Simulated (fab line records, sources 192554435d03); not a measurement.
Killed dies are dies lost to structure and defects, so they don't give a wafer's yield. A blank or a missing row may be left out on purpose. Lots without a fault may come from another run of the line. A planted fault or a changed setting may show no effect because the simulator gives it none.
fab line records | flow n5_finfet
record lots=24 wafers=72 last_day=21
route steps=1938 shown BEOL_M1@835 BEOL_M2@844
lots that met no fault: from a run of the same line without faults
start_h: hours from the record's first day to the start of the lot's first wafer shown | wait_h: hours since the lot's step before | " the same as in the row above | L1.1+2: a row that stands for several wafers | - no value, or no start given | * or withheld: withheld | < > ~ a bound
route shown NAME@n: a module of which the file shows steps, and the number in the route of the first | usual: mean/standard deviation of fault-free wafers | same: alike in all rows | chamber/n: place in a boat | sites: the reading at each site | _std_site: their standard deviation | _edge_site: outer sites' mean less inner sites' | radius_mm: how far each site lies from the wafer's centre | mask NAME#n: copy n | behind: the tool/chamber that last shaped the wafer | hold: why the lot was held/for how many hours/how that ended | device: the transistor (n, p or np) that didn't switch | end of line: the same wafers' tests at the end of the route | a step without rows: its recipe alone | killed: dies lost to structure and defects at the first sort, not the wafer's yield | map: a wafer's dies, x killed, . not, _ none there
set.NAME: the setting as run; set.NAME@STEP: as run at that earlier step | model.NAME: the simulator's own value behind a step, which no gauge read
steps of the route over a sample of lots; a table a step, a row a wafer
services: from which hour (start_h, from the record's first day; less than 0 if before it) a tool's chamber was out of use, for how many hours, and why
## steps
# step N5_BEOL_M1_PRE_CLEAN_60
# recipe gas=NH3/H2 time_s=15 temp_c=* rf_power_w=300
# usual heater_power_w=79/14 rf_fwd_power_W=296.5/1.4
# same time_s=15
# columns lot.wafer tool chamber start_h wait_h heater_power_w rf_fwd_power_W
L074.2 cvd_co-01 1 148.21 0.0 71 299.2
L074.3 " 0 " " 88 298.4
L074.4 " 2 " " 50 297.9
L075.2 cvd_co-02 0 148.48 0.0 70 293.1
L075.5 " 0 " " 73 295.2
L075.6 " 1 " " 88 295.2
L076.2 cvd_co-01 0 152.48 0.0 91 297.6
L076.4 " 0 " " 88 296.8
L076.6 " 2 " " 49 298.2
L077.3 cvd_co-02 2 152.80 0.0 90 297.2
L077.4 " 1 " " 88 296.2
L077.6 " 2 " " 92 297.2
L078.1 cvd_co-02 1 154.06 0.0 88 297.1
L078.2 " 2 " " 89 297.2
L078.4 " 0 " " 72 295.3
L079.1 cvd_co-02 0 163.91 0.0 70 294.1
L079.4 " 2 " " 92 296.4
L079.6 " 1 " " 89 296.0
L080.1 cvd_co-02 2 167.08 0.1 90 298.0
L080.4 " 1 " " 89 295.4
L080.6 " 2 " " 89 296.2
L081.2 cvd_co-02 0 173.58 0.0 69 295.5
L081.4 " 2 " " 92 296.7
L081.6 " 1 " " 91 297.6
L082.2 cvd_co-01 1 176.17 0.0 70 298.6
L082.3 " 0 " " 87 297.2
L082.6 " 1 " " 71 298.5
L084.1 cvd_co-02 1 187.92 0.0 89 296.0
L084.2 " 2 " " 91 296.3
L084.5 " 1 " " 89 296.3
L083.3 cvd_co-01 2 189.12 0.1 49 294.8
L083.5 " 1 " " 70 298.1
L083.6 " 0 " " 91 297.1
L085.2 cvd_co-02 2 193.81 0.0 94 297.3
L085.4 " 0 " " 70 292.8
L085.5 " 2 " " 91 296.3
L086.1 cvd_co-02 1 200.08 0.2 91 296.1
L086.2 " 0 " " 72 294.2
L086.4 " 1 " " 88 296.0
L087.3 cvd_co-02 2 208.32 0.0 93 295.2
L087.4 " 1 " " 88 296.2
L087.6 " 0 " " 72 294.1
L088.1 cvd_co-01 0 210.21 0.1 91 297.4
L088.3 " 2 " " 50 297.1
L088.5 " 0 " " 87 296.5
L089.1 cvd_co-02 0 222.19 0.0 72 295.8
L089.4 " 0 " " 72 295.7
L089.6 " 1 " " 89 297.7
L090.1 cvd_co-01 2 228.38 0.0 50 297.4
L090.2 " 1 " " 70 298.2
L090.4 " 2 " " 50 298.1
L091.2 cvd_co-02 0 244.03 0.0 73 295.0
L091.3 " 2 " " 93 296.9
L091.5 " 0 " " 72 294.0
L093.3 cvd_co-02 2 248.51 0.0 93 298.0
L093.4 " 0 " " 72 294.1
L093.6 " 1 " " 91 296.6
L092.1 cvd_co-02 2 248.78 0.0 93 297.5
L092.4 " 2 " " 95 297.0
L092.5 " 1 " " 90 296.3
L094.1 cvd_co-01 0 251.98 0.0 90 298.2
L094.2 " 2 " " 49 296.3
L094.4 " 2 " " 49 296.2
L095.1 cvd_co-02 2 272.52 0.0 92 295.5
L095.3 " 1 " " 91 297.0
L095.6 " 0 " " 72 295.3
L096.1 cvd_co-01 0 273.04 0.0 88 298.5
L096.3 " 1 " " 71 298.7
L096.5 " 0 " " 90 296.7
L097.1 cvd_co-02 0 280.81 0.0 73 295.1
L097.4 " 1 " " 90 295.9
L097.5 " 2 " " 94 296.8
# step N5_BEOL_M1_INSPECT_59
# recipe inspect_instrument=darkfield mode=post_dep
# usual raw_defect_count=72/25
# columns lot.wafer tool chamber start_h wait_h raw_defect_count
L074.2 defect_inspect-02 - 148.46 0.0 48
L074.3 " - " " 61
L074.4 " - " " 50
L075.2 defect_inspect-01 - 148.72 0.0 78
L075.5 " - " " 53
L075.6 " - " " 28
L076.2 defect_inspect-01 - 152.73 0.0 35
L076.4 " - " " 40
L076.6 " - " " 48
L077.3 defect_inspect-01 - 153.05 0.0 61
L077.4 " - " " 67
L077.6 " - " " 77
L078.1 defect_inspect-01 - 154.31 0.0 69
L078.2 " - " " 60
L078.4 " - " " 67
L079.1 defect_inspect-01 - 164.16 0.0 70
L079.4 " - " " 83
L079.6 " - " " 84
L080.1 defect_inspect-01 - 167.33 0.0 102
L080.4 " - " " 118
L080.6 " - " " 115
L081.2 defect_inspect-02 - 173.83 0.0 43
L081.4 " - " " 61
L081.6 " - " " 51
L082.2 defect_inspect-01 - 176.44 0.0 73
L082.3 " - " " 88
L082.6 " - " " 58
L084.1 defect_inspect-01 - 188.17 0.0 49
L084.2 " - " " 41
L084.5 " - " " 63
L083.3 defect_inspect-01 - 189.39 0.0 116
L083.5 " - " " 80
L083.6 " - " " 120
L085.2 defect_inspect-02 - 194.06 0.0 65
L085.4 " - " " 76
L085.5 " - " " 74
L086.1 defect_inspect-02 - 200.32 0.0 43
L086.2 " - " " 148
L086.4 " - " " 65
L087.3 defect_inspect-01 - 208.57 0.0 104
L087.4 " - " " 69
L087.6 " - " " 63
L088.1 defect_inspect-01 - 210.46 0.0 63
L088.3 " - " " 114
L088.5 " - " " 47
L089.1 defect_inspect-01 - 222.44 0.0 130
L089.4 " - " " 111
L089.6 " - " " 113
L090.1 defect_inspect-02 - 228.63 0.0 62
L090.2 " - " " 46
L090.4 " - " " 75
L091.2 defect_inspect-01 - 244.31 0.0 79
L091.3 " - " " 80
L091.5 " - " " 76
L093.3 defect_inspect-02 - 248.77 0.0 85
L093.4 " - " " 116
L093.6 " - " " 90
L092.1 defect_inspect-02 - 249.03 0.0 79
L092.4 " - " " 99
L092.5 " - " " 69
L094.1 defect_inspect-02 - 252.23 0.0 43
L094.2 " - " " 34
L094.4 " - " " 56
L095.1 defect_inspect-02 - 272.77 0.0 100
L095.3 " - " " 61
L095.6 " - " " 99
L096.1 defect_inspect-02 - 273.29 0.0 68
L096.3 " - " " 65
L096.5 " - " " 35
L097.1 defect_inspect-02 - 281.06 0.0 93
L097.4 " - " " 113
L097.5 " - " " 95
# step N5_BEOL_M2_HM_DEP_02
# recipe material=TiN target_thk_a=200 temp_c=25 chamber_pressure_pa=0.49996
# usual chamber_pressure_pa=0.5000/0.00099 throttle_valve_pct=29.7/0.78
# columns lot.wafer tool chamber start_h wait_h chamber_pressure_pa throttle_valve_pct
L074.2 pvd_sputter-02 - 150.38 1.8 0.5006 29.7
L074.3 " - " " 0.4994 28.8
L074.4 " - " " 0.4991 27.8
L075.2 pvd_sputter-02 - 150.48 1.6 0.4995 29.3
L075.5 " - " " 0.5000 29.0
L075.6 " - " " 0.4988 27.7
L076.2 pvd_sputter-03 - 153.22 0.3 0.5024 30.4
L076.4 " - " " 0.5010 29.2
L076.6 " - " " 0.4987 30.3
L077.3 pvd_sputter-03 - 155.26 2.0 0.5004 29.2
L077.4 " - " " 0.4993 30.3
L077.6 " - " " 0.4990 30.8
L078.1 pvd_sputter-02 - 155.32 0.9 0.4982 30.2
L078.2 " - " " 0.4990 29.4
L078.4 " - " " 0.5004 27.9
L079.1 pvd_sputter-01 - 165.64 1.3 0.5010 29.6
L079.4 " - " " 0.4986 29.8
L079.6 " - " " 0.4999 29.1
L080.1 pvd_sputter-03 - 169.27 1.8 0.4981 30.4
L080.4 " - " " 0.5006 30.4
L080.6 " - " " 0.5006 30.6
L081.2 pvd_sputter-03 - 174.39 0.4 0.5003 30.2
L081.4 " - " " 0.5014 30.3
L081.6 " - " " 0.4994 30.3
L082.2 pvd_sputter-02 - 177.35 0.8 0.5006 29.4
L082.3 " - " " 0.4994 30.3
L082.6 " - " " 0.4999 30.2
L084.1 pvd_sputter-01 - 188.98 0.6 0.5000 30.0
L084.2 " - " " 0.5019 29.0
L084.5 " - " " 0.5008 29.9
L083.3 pvd_sputter-03 - 190.51 1.0 0.5007 29.5
L083.5 " - " " 0.4985 30.1
L083.6 " - " " 0.4990 29.3
L085.2 pvd_sputter-02 - 195.30 1.1 0.4990 28.0
L085.4 " - " " 0.5001 29.9
L085.5 " - " " 0.5008 29.9
L086.1 pvd_sputter-02 - 201.14 0.7 0.4992 30.5
L086.2 " - " " 0.4999 28.0
L086.4 " - " " 0.5004 30.0
L087.3 pvd_sputter-01 - 209.41 0.7 0.4990 29.9
L087.4 " - " " 0.5006 30.2
L087.6 " - " " 0.5003 29.9
L088.1 pvd_sputter-03 - 210.69 0.1 0.4997 30.1
L088.3 " - " " 0.4995 30.3
L088.5 " - " " 0.5001 30.1
L089.1 pvd_sputter-01 - 224.00 1.4 0.5015 30.1
L089.4 " - " " 0.4997 28.8
L089.6 " - " " 0.5011 29.6
L090.1 pvd_sputter-01 - 230.71 1.9 0.4996 29.4
L090.2 " - " " 0.5013 28.9
L090.4 " - " " 0.5019 29.6
L091.2 pvd_sputter-01 - 244.84 0.4 0.4993 28.9
L091.3 " - " " 0.5005 29.8
L091.5 " - " " 0.4981 29.7
L093.3 pvd_sputter-01 - 249.00 0.1 0.4994 29.1
L093.4 " - " " 0.4984 29.9
L093.6 " - " " 0.5021 29.8
L092.1 pvd_sputter-02 - 249.25 0.1 0.5000 27.6
L092.4 " - " " 0.5001 29.4
L092.5 " - " " 0.4993 30.4
L094.1 pvd_sputter-03 - 252.81 0.4 0.4989 28.9
L094.2 " - " " 0.5012 30.3
L094.4 " - " " 0.4997 30.6
L095.1 pvd_sputter-02 - 273.72 0.8 0.5017 29.7
L095.3 " - " " 0.5007 29.3
L095.6 " - " " 0.5000 27.7
L096.1 pvd_sputter-01 - 274.58 1.1 0.4998 29.8
L096.3 " - " " 0.5000 29.8
L096.5 " - " " 0.5006 29.8
L097.1 pvd_sputter-03 - 281.56 0.3 0.4995 30.3
L097.4 " - " " 0.4988 30.4
L097.5 " - " " 0.4990 30.2
# step N5_BEOL_M2_ETCH_70
# recipe chemistry=N2/H2 target=SOC target_depth_a=800 overetch_a=240 mask_material=SiARC temp_c=40 time_s=130 ion_energy_ev=200 pressure_mtorr=30 source_w=840 bias_w=150 n2_flow_sccm=200 h2_flow_sccm=200
# usual drypump_motor_current_A=6.02/0.25 oes_product_au=0.57/0.053 rf_fwd_power_W=835.5/2.7 rf_vpp_V=522.8/2.5 showerhead_plenum_p_Torr=2.50/0.089 throttle_valve_pct=17.78/0.28
# same time_s=130
# columns lot.wafer tool chamber start_h wait_h drypump_motor_current_A oes_product_au rf_fwd_power_W rf_hours_counter_h rf_vpp_V showerhead_plenum_p_Torr throttle_valve_pct
L075.2 rie_diel-02 0 154.61 0.0 6.27 0.64 834.2 45 521.5 2.48 17.66
L075.5 " 3 " " 6.11 0.67 836.1 - 524.8 2.62 17.47
L075.6 " 2 " " 6.17 0.56 836.6 - 520.6 2.44 17.47
L074.2 rie_diel-04 3 154.76 0.0 6.16 0.58 841.6 90 521.4 2.46 17.96
L074.3 " 2 " " 5.83 0.53 831.8 229 521.5 2.51 18.20
L074.4 " 1 " " 6.03 0.56 831.2 145 522.5 2.43 17.90
L076.2 rie_diel-03 1 157.68 0.0 5.93 0.54 833.8 149 520.1 2.45 18.28
L076.4 " 2 " " 6.08 0.57 835.8 100 522.3 2.44 17.71
L076.6 " 0 " " 5.47 0.55 839.5 - 523.7 2.52 17.87
L077.3 rie_diel-04 1 159.92 0.0 6.06 0.55 832.5 147 519.9 2.43 17.92
L077.4 " 3 " " 6.14 0.58 841.5 91 522.3 2.46 17.98
L077.6 " 1 " " 6.09 0.56 830.2 - 521.3 2.43 17.91
L078.1 rie_diel-02 2 164.79 0.0 6.19 0.56 838.5 156 521.0 2.43 17.45
L078.2 " 0 " " 6.28 0.63 838.3 48 523.5 2.48 17.68
L078.4 " 0 " " 6.27 0.63 836.5 - 522.1 2.48 17.65
L080.1 rie_diel-02 0 173.76 0.0 6.28 0.64 839.1 52 521.8 2.48 17.69
L080.4 " 2 " " 6.16 0.55 839.4 160 521.2 2.43 17.46
L080.6 " 3 " " 6.13 0.65 838.4 - 524.8 2.62 17.48
L079.1 rie_diel-02 1 176.85 0.0 6.31 0.69 831.6 3 528.8 2.70 17.49
L079.4 " 2 " " 6.16 0.56 834.8 161 522.5 2.43 17.46
L079.6 " 2 " " 6.19 0.56 834.9 - 521.8 2.43 17.47
L082.2 rie_diel-02 1 191.05 0.0 6.30 0.69 833.1 7 528.2 2.70 17.50
L082.3 " 2 " " 6.17 0.55 837.8 166 520.8 2.43 17.48
L082.6 " 1 " " 6.31 0.68 828.8 - 528.7 2.70 17.52
L081.2 rie_diel-03 2 191.24 0.0 6.11 0.57 839.6 111 521.4 2.44 17.70
L081.4 " 0 " " 5.44 0.55 833.2 156 523.6 2.52 17.91
L081.6 " 1 " " 5.93 0.54 829.5 - 520.8 2.45 18.32
L084.1 rie_diel-04 1 209.35 0.0 6.06 0.55 830.0 160 521.6 2.43 17.95
L084.2 " 0 " " 5.99 0.50 835.2 238 520.3 2.40 17.73
L084.5 " 0 " " 5.99 0.50 834.3 - 521.3 2.40 17.73
L083.3 rie_diel-02 0 209.36 0.0 6.28 0.62 839.4 64 520.5 2.47 17.71
L083.5 " 0 " " 6.28 0.62 836.6 - 522.4 2.47 17.71
L083.6 " 1 " " 6.29 0.67 834.1 - 527.3 2.70 17.53
L085.2 rie_diel-03 0 217.77 0.0 5.48 0.55 837.2 164 523.2 2.51 17.93
L085.4 " 2 " " 6.10 0.56 836.2 119 522.3 2.43 17.74
L085.5 " 0 " " 5.47 0.55 839.1 - 523.9 2.51 17.92
L086.1 rie_diel-04 0 224.54 0.0 6.04 0.49 834.0 243 521.2 2.40 17.75
L086.2 " 1 " " 6.05 0.55 834.4 165 521.2 2.42 17.94
L086.4 " 3 " " 6.19 0.58 836.4 110 521.8 2.45 18.00
L087.3 rie_diel-03 2 225.03 0.0 6.09 0.56 837.9 121 522.1 2.43 17.72
L087.4 " 1 " " 5.94 0.53 833.6 167 522.6 2.44 18.32
L087.6 " 2 " " 6.08 0.57 835.6 - 521.4 2.43 17.74
L088.1 rie_diel-03 0 231.21 0.0 5.44 0.54 835.5 168 523.0 2.51 17.91
L088.3 " 2 " " 6.07 0.56 837.3 122 522.7 2.43 17.73
L088.5 " 0 " " 5.47 0.54 835.9 - 522.9 2.51 17.92
L090.1 rie_diel-02 3 234.72 0.0 6.12 0.63 832.6 42 524.3 2.61 17.52
L090.2 " 0 " " 6.30 0.61 838.6 73 522.4 2.47 17.71
L090.4 " 1 " " 6.28 0.65 836.1 21 527.9 2.70 17.53
L089.1 rie_diel-03 3 234.79 0.0 5.88 0.52 839.0 225 523.4 2.50 17.53
L089.4 " 0 " " 5.45 0.55 835.7 169 523.4 2.51 17.93
L089.6 " 0 " " 5.44 0.55 834.2 - 524.5 2.51 17.93
L091.2 rie_diel-03 1 272.15 0.0 5.94 0.53 835.7 182 520.6 2.44 18.35
L091.3 " 0 " " 5.45 0.54 830.5 183 524.1 2.51 17.94
L091.5 " 1 " " 5.95 0.53 835.4 - 520.1 2.44 18.33
L093.3 rie_diel-02 0 276.04 0.0 6.27 0.60 835.7 86 521.7 2.46 17.76
L093.4 " 1 " " 6.28 0.64 837.4 34 528.4 2.69 17.56
L093.6 " 1 " " 6.30 0.64 834.4 - 529.0 2.69 17.54
L092.1 rie_diel-03 2 281.18 0.0 6.07 0.55 834.7 139 520.9 2.42 17.77
L092.4 " 0 " " 5.44 0.54 832.5 185 523.2 2.51 17.94
L092.5 " 0 " " 5.41 0.55 832.1 - 523.6 2.51 17.94
L094.1 rie_diel-04 3 287.51 0.0 6.11 0.55 836.6 135 522.0 2.44 18.04
L094.2 " 0 " " 5.97 0.69 835.9 7 529.4 2.71 17.39
L094.4 " 2 " " 5.80 0.68 833.1 18 521.8 2.49 17.86
L096.1 rie_diel-02 3 310.74 0.0 6.10 0.61 838.1 66 523.4 2.60 17.56
L096.3 " 2 " " 6.16 0.53 837.2 204 518.9 2.41 17.56
L096.5 " 0 " " 6.29 0.59 833.9 - 520.8 2.46 17.76
L095.1 rie_diel-03 1 313.34 0.0 5.95 0.52 840.9 197 522.1 2.43 18.37
L095.3 " 2 " " 6.07 0.55 836.9 151 521.7 2.42 17.77
L095.6 " 2 " " 6.09 0.54 836.8 - 520.7 2.42 17.78
L097.1 rie_diel-02 0 320.74 0.0 6.29 0.59 839.2 100 522.7 2.46 17.77
L097.4 " 2 " " 6.17 0.53 836.7 207 520.6 2.41 17.55
L097.5 " 0 " " 6.28 0.58 841.5 - 521.5 2.46 17.77
# step N5_BEOL_M2_VIA_ETCH_34
# recipe chemistry=C4F6/O2 target_depth_a=694 mask_material=SOC pressure_mtorr=15 ion_energy_ev=250 taper_deg=4 time_s=65.9 source_w=350 bias_w=170 Ar_flow_sccm=300 C4F6_flow_sccm=10 O2_flow_sccm=10
# usual drypump_motor_current_A=6.02/0.24 oes_ar_750_au=0.78/0.074 oes_product_au=0.78/0.079 rf_fwd_power_W=347.2/1.3 rf_vpp_V=666/15 showerhead_plenum_p_Torr=2.80/0.11 throttle_valve_pct=30.78/0.2
# same time_s=65.9
# columns lot.wafer tool chamber start_h wait_h drypump_motor_current_A oes_ar_750_au oes_product_au rf_fwd_power_W rf_hours_counter_h rf_vpp_V showerhead_plenum_p_Torr throttle_valve_pct
L075.2 rie_diel-02 0 154.72 0.0 6.27 0.85 0.85 349.7 45 645 2.77 30.68
L075.5 " 3 " " 6.12 0.93 0.94 347.3 - 669 2.93 30.66
L075.6 " 2 " " 6.16 0.76 0.77 345.6 - 674 2.74 30.35
L074.2 rie_diel-04 3 154.87 0.0 6.11 0.80 0.79 347.6 90 649 2.74 30.89
L074.3 " 2 " " 5.81 0.72 0.70 345.9 229 672 2.79 30.97
L074.4 " 1 " " 6.07 0.76 0.76 349.6 145 661 2.73 30.78
L076.2 rie_diel-03 1 157.79 0.0 5.92 0.72 0.73 350.2 149 665 2.69 30.95
L076.4 " 2 " " 6.08 0.77 0.78 347.9 100 652 2.76 31.08
L076.6 " 0 " " 5.46 0.76 0.76 345.6 - 663 2.83 30.86
L077.3 rie_diel-04 1 160.03 0.0 6.06 0.76 0.76 346.7 147 660 2.73 30.78
L077.4 " 3 " " 6.12 0.80 0.79 347.1 91 648 2.74 30.90
L077.6 " 1 " " 6.05 0.77 0.76 347.8 - 661 2.73 30.78
L078.1 rie_diel-02 2 164.90 0.0 6.16 0.76 0.78 345.6 156 673 2.74 30.34
L078.2 " 0 " " 6.27 0.85 0.84 348.0 48 643 2.77 30.67
L078.4 " 0 " " 6.27 0.85 0.84 349.1 - 644 2.77 30.68
L080.1 rie_diel-02 0 173.87 0.0 6.31 0.85 0.84 350.2 52 644 2.77 30.67
L080.4 " 2 " " 6.14 0.76 0.77 346.6 160 674 2.74 30.34
L080.6 " 3 " " 6.14 0.91 0.93 347.4 - 668 2.93 30.68
L079.1 rie_diel-02 1 176.96 0.0 6.28 0.94 0.96 345.8 3 694 3.05 30.73
L079.4 " 2 " " 6.16 0.76 0.76 345.5 161 672 2.74 30.35
L079.6 " 2 " " 6.14 0.76 0.76 346.1 - 674 2.74 30.35
L082.2 rie_diel-02 1 191.16 0.0 6.28 0.92 0.94 347.6 7 694 3.04 30.74
L082.3 " 2 " " 6.18 0.75 0.76 344.8 166 673 2.73 30.37
L082.6 " 1 " " 6.27 0.92 0.95 346.8 - 693 3.04 30.75
L081.2 rie_diel-03 2 191.35 0.0 6.07 0.76 0.76 346.6 111 652 2.76 31.11
L081.4 " 0 " " 5.45 0.76 0.75 346.5 157 663 2.82 30.87
L081.6 " 1 " " 5.95 0.71 0.72 348.8 - 664 2.68 30.94
L084.1 rie_diel-04 1 209.45 0.0 6.05 0.76 0.75 346.3 160 660 2.73 30.80
L084.2 " 0 " " 6.04 0.69 0.67 350.0 238 651 2.73 30.79
L084.5 " 0 " " 6.00 0.69 0.67 347.5 - 651 2.73 30.79
L083.3 rie_diel-02 0 209.47 0.0 6.30 0.84 0.82 348.1 64 644 2.76 30.69
L083.5 " 0 " " 6.29 0.83 0.82 347.5 - 645 2.76 30.69
L083.6 " 1 " " 6.34 0.90 0.92 345.8 - 694 3.04 30.76
L085.2 rie_diel-03 0 217.88 0.0 5.50 0.74 0.74 347.6 164 662 2.82 30.89
L085.4 " 2 " " 6.07 0.75 0.75 347.6 119 653 2.76 31.10
L085.5 " 0 " " 5.45 0.75 0.74 348.3 - 663 2.82 30.90
L086.1 rie_diel-04 0 224.64 0.0 6.02 0.68 0.67 346.6 243 652 2.73 30.80
L086.2 " 1 " " 6.10 0.75 0.74 346.9 165 660 2.73 30.82
L086.4 " 3 " " 6.12 0.77 0.76 347.4 110 650 2.73 30.90
L087.3 rie_diel-03 2 225.13 0.0 6.07 0.76 0.75 346.3 121 652 2.75 31.11
L087.4 " 1 " " 5.93 0.70 0.71 346.2 167 666 2.68 30.97
L087.6 " 2 " " 6.08 0.75 0.75 347.0 - 652 2.75 31.10
L088.1 rie_diel-03 0 231.32 0.0 5.43 0.74 0.74 347.9 168 662 2.82 30.89
L088.3 " 2 " " 6.05 0.75 0.75 348.5 122 652 2.75 31.10
L088.5 " 0 " " 5.45 0.74 0.74 345.6 - 663 2.82 30.89
L090.1 rie_diel-02 3 234.82 0.0 6.09 0.87 0.89 345.7 42 668 2.92 30.68
L090.2 " 0 " " 6.28 0.82 0.82 348.7 73 644 2.76 30.70
L090.4 " 1 " " 6.32 0.88 0.91 345.8 21 695 3.04 30.76
L089.1 rie_diel-03 3 234.90 0.0 5.90 0.71 0.72 346.5 225 684 2.82 30.57
L089.4 " 0 " " 5.47 0.74 0.74 347.2 170 663 2.82 30.89
L089.6 " 0 " " 5.44 0.75 0.74 346.6 - 662 2.82 30.89
L091.2 rie_diel-03 1 272.26 0.0 5.94 0.69 0.70 347.2 182 666 2.67 30.98
L091.3 " 0 " " 5.50 0.74 0.73 347.4 183 662 2.81 30.90
L091.5 " 1 " " 5.95 0.69 0.70 346.6 - 664 2.67 30.99
L093.3 rie_diel-02 0 276.15 0.0 6.26 0.80 0.78 348.4 86 645 2.75 30.72
L093.4 " 1 " " 6.30 0.87 0.86 346.0 34 695 3.03 30.77
L093.6 " 1 " " 6.30 0.86 0.87 346.6 - 693 3.03 30.78
L092.1 rie_diel-03 2 281.28 0.0 6.06 0.75 0.73 347.9 139 650 2.75 31.12
L092.4 " 0 " " 5.49 0.73 0.72 346.6 185 662 2.81 30.92
L092.5 " 0 " " 5.51 0.74 0.73 348.5 - 662 2.81 30.91
L094.1 rie_diel-04 3 287.62 0.0 6.16 0.75 0.76 347.3 135 647 2.72 30.93
L094.2 " 0 " " 5.99 0.94 0.93 347.3 7 662 3.06 30.78
L094.4 " 2 " " 5.83 0.94 0.95 347.9 18 671 2.77 30.85
L096.1 rie_diel-02 3 310.85 0.0 6.14 0.84 0.83 345.5 66 669 2.91 30.70
L096.3 " 2 " " 6.16 0.73 0.73 345.0 204 673 2.72 30.40
L096.5 " 0 " " 6.29 0.79 0.78 349.3 - 644 2.75 30.72
L095.1 rie_diel-03 1 313.45 0.0 5.94 0.68 0.70 348.6 197 665 2.67 30.99
L095.3 " 2 " " 6.07 0.73 0.73 347.3 151 650 2.74 31.13
L095.6 " 2 " " 6.06 0.73 0.72 347.3 - 652 2.74 31.13
L097.1 rie_diel-02 0 320.84 0.0 6.30 0.79 0.78 349.4 100 643 2.75 30.72
L097.4 " 2 " " 6.17 0.72 0.73 346.7 207 672 2.72 30.39
L097.5 " 0 " " 6.29 0.79 0.79 350.1 - 644 2.75 30.72
# step N5_BEOL_M2_ALD_84
# recipe material=TaN target_thk_a=* temp_c=275 ald_precursor_family=PDMAT ald_co_reactant=NH3 pressure_torr=3 carrier_flow_sccm=1500 pulse_time_s=2 purge_time_s=3 co_reactant_purge_time_s=2 co_reactant_pulse_time_s=3 ald_cycles=30 precursor_vessel_temp_c=75 precursor_vessel_pressure_torr=26.25 precursor_vessel_carrier_sccm=1000
# usual heater_power_w=415/52 precursor_vessel_temp_c=75.02/0.12
# same ald_cycles=30
# columns lot.wafer tool chamber start_h wait_h heater_power_w precursor_vessel_temp_c
L075.2 ald_metal-02 3 155.52 0.0 416 74.96
L075.5 " 2 " " 412 75.33
L075.6 " 1 " " 375 75.03
L074.2 ald_metal-04 0 155.53 0.0 386 74.81
L074.3 " 2 " " 421 75.05
L074.4 " 2 " " 415 75.06
L076.2 ald_metal-03 1 159.23 0.2 330 74.71
L076.4 " 0 " " 440 74.98
L076.6 " 3 " " 428 75.09
L077.3 ald_metal-04 0 161.06 0.1 389 74.96
L077.4 " 3 " " 438 74.88
L077.6 " 3 " " 438 74.95
L078.1 ald_metal-03 2 166.06 0.1 504 75.07
L078.2 " 0 " " 450 75.40
L078.4 " 3 " " 419 75.05
L080.1 ald_metal-03 2 174.67 0.0 501 74.95
L080.4 " 1 " " 329 75.17
L080.6 " 2 " " 513 75.13
L079.1 ald_metal-03 1 178.13 0.0 322 74.96
L079.4 " 0 " " 459 75.16
L079.6 " 0 " " 453 74.87
L082.2 ald_metal-03 1 192.38 0.0 326 75.04
L082.3 " 2 " " 506 74.77
L082.6 " 1 " " 330 74.80
L081.2 ald_metal-04 3 192.68 0.0 441 75.09
L081.4 " 1 " " 345 75.06
L081.6 " 2 " " 400 74.99
L084.1 ald_metal-02 1 210.25 0.0 376 75.12
L084.2 " 0 " " 450 74.97
L084.5 " 1 " " 372 75.21
L083.3 ald_metal-04 0 210.28 0.0 392 74.81
L083.5 " 3 " " 443 74.97
L083.6 " 0 " " 396 75.05
L085.2 ald_metal-03 2 218.67 0.1 514 74.98
L085.4 " 3 " " 425 75.05
L085.5 " 0 " " 460 75.12
L086.1 ald_metal-04 0 225.20 0.0 384 74.94
L086.2 " 1 " " 339 75.03
L086.4 " 2 " " 405 75.05
L087.3 ald_metal-04 1 225.93 0.3 337 75.02
L087.4 " 3 " " 440 74.89
L087.6 " 0 " " 386 74.84
L088.1 ald_metal-02 1 232.67 0.1 380 75.10
L088.3 " 0 " " 457 75.04
L088.5 " 2 " " 419 75.17
L090.1 ald_metal-02 2 235.67 0.1 407 75.06
L090.2 " 0 " " 445 74.99
L090.4 " 3 " " 411 75.11
L089.1 ald_metal-03 1 235.76 0.1 315 74.97
L089.4 " 3 " " 429 75.19
L089.6 " 0 " " 447 75.19
L091.2 ald_metal-03 0 273.52 0.0 457 75.00
L091.3 " 2 " " 516 74.96
L091.5 " 3 " " 422 75.18
L093.3 ald_metal-02 2 277.20 0.2 424 74.82
L093.4 " 1 " " 376 75.06
L093.6 " 3 " " 429 74.93
L092.1 ald_metal-03 2 281.88 0.1 504 75.25
L092.4 " 3 " " 426 74.99
L092.5 " 2 " " 498 75.07
L094.1 ald_metal-03 2 288.76 0.0 507 75.14
L094.2 " 0 " " 456 75.21
L094.4 " 3 " " 426 74.86
L096.1 ald_metal-04 0 311.52 0.0 394 75.09
L096.3 " 3 " " 432 75.16
L096.5 " 3 " " 434 75.04
L095.1 ald_metal-02 3 314.16 0.0 409 75.05
L095.3 " 2 " " 410 75.05
L095.6 " 1 " " 381 75.05
L097.1 ald_metal-03 0 322.15 0.1 454 74.93
L097.4 " 2 " " 508 75.19
L097.5 " 0 " " 460 74.94
## services
# columns tool chamber start_h hours kind
ald_metal-02 0 130.61 4.4 repair
ald_metal-04 1 132.93 26.9 repair
pvd_sputter-03 - 138.99 2.0 repair
rie_diel-02 1 151.07 - clean
rie_diel-02 1 151.07 - consumable_replace:focus_ring
rie_diel-02 1 151.07 - consumable_replace:showerhead
rie_diel-02 1 151.07 18.1 scheduled_down
rie_diel-02 1 151.07 18.1 vent_cycle
ald_metal-02 0 151.15 21.7 repair
pvd_sputter-02 - 172.82 0.6 repair
rie_diel-04 1 184.51 1.2 repair
rie_diel-04 2 219.63 4.6 repair
cvd_co-02 1 229.99 3.3 repair
ald_metal-03 - 253.58 1.5 repair
ald_metal-04 1 257.05 16.2 repair
ald_metal-04 2 287.89 27.0 repair
cvd_co-01 - 288.06 0.6 repair
pvd_sputter-01 - 292.47 20.0 repair
cvd_co-01 - 293.96 6.3 repair
ald_metal-02 0 307.25 2.1 repair
rie_diel-03 3 308.94 - clean
rie_diel-03 3 308.94 - consumable_replace:focus_ring
rie_diel-03 3 308.94 21.1 scheduled_down
rie_diel-03 3 308.94 21.1 vent_cycle
## key
fault none
